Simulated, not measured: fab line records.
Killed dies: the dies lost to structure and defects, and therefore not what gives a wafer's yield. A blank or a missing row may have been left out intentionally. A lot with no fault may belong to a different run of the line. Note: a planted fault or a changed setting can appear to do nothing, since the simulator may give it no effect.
3 desks looking at one fault -- flow nand_harc -- what lay behind the numbers comes last; until then each desk has only its own

THE DEFECT DESK
What the inspections along the route counted, lot by lot: means of the sampled wafers that have a number. The brackets show how far a lot's mean lies from the usual mean; more than 4 standard deviations puts the lot out of limits, marked OUT.
Columns: A = raw_defect_count at NHARC_P_M2_INSPECT_27, usual 314
lot,first seen here,A
L325,day 6 10:47,355
L328,day 7 18:13,228
L327,day 7 20:39,412
L329,day 8 05:41,263
L330,day 8 18:28,425
L331,day 8 23:50,278
L332,day 9 04:19,283
L333,day 10 00:52,369
L334,day 10 02:02,279
L335,day 10 18:32,272
L340,day 12 16:37,1683 (+14) OUT
L347,day 15 15:32,233
L348,day 16 04:49,405
This desk finds L340 out of limits, L340 being first, at day 12 16:37 (raw_defect_count at NHARC_P_M2_INSPECT_27). Within limits: L325, L328, L327, L329, L330, L331, L332, L333, L334, L335, L347, L348.

FOR THE TOOL OWNER'S DESK: cmp-03
The tool's own readings at NHARC_P_M2_CMP_23 (polishes, t overpolish 20 s, target thk 144.3 nm): means of the sampled wafers that have a number, for each lot that ran on this tool. The brackets show how far a lot's mean lies from the usual mean; more than 4 standard deviations puts the lot out of limits, marked OUT.
Columns: A = motor_current_A at NHARC_P_M2_CMP_23, usual 11.7 A; B = time_to_endpoint_s at NHARC_P_M2_CMP_23, usual 29.7 s
lot,first seen here,A,B
L331,day 8 23:28,11.3,28.9
L332,day 9 03:53,11.5,31.8
L334,day 10 01:37,11.4,29.6
L340,day 12 16:13,11.6,32.4
L347,day 15 15:04,10.8,29.4
This desk's finding: nothing out of limits on any of the 5 lots.

METROLOGY DESK
What the gauges read, lot by lot, whatever tool the lot ran on: means of the sampled wafers that have a number. The brackets show how far a lot's mean lies from the usual mean; more than 4 standard deviations puts the lot out of limits, marked OUT.
Columns: A = thk_nm at NHARC_P_M2_THK_MEAS_24, usual 144.5 nm
lot,first seen here,A
L325,day 6 10:37,145.0
L328,day 7 18:03,143.9
L327,day 7 20:28,143.6
L329,day 8 05:31,143.8
L330,day 8 18:18,144.9
L331,day 8 23:41,144.4
L332,day 9 04:10,144.7
L333,day 10 00:43,145.6
L334,day 10 01:52,144.3
L335,day 10 18:23,143.3
L340,day 12 16:28,146.9
L347,day 15 15:23,145.6
L348,day 16 04:39,144.0
This desk's finding: nothing out of limits on any of the 13 lots.

TAKEN TOGETHER
The defect desk could have raised an alarm at day 12 16:37, on L340.
The tool owner's desk saw nothing out of limits.
Nothing out of limits was seen by the metrology desk.
On record at the tool owner's desk: L340, within its limits.
The metrology desk holds a record of L340, inside its limits.
Of the lots named, all ran NHARC_P_M2_CMP_23 on cmp-03.

WHAT WAS PUT IN BY THE SIMULATOR
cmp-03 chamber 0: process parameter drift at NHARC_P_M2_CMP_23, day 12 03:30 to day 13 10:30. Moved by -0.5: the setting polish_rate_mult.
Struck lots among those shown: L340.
Hours from the fault's start to each desk's first reading out of limits: the defect desk, 13.
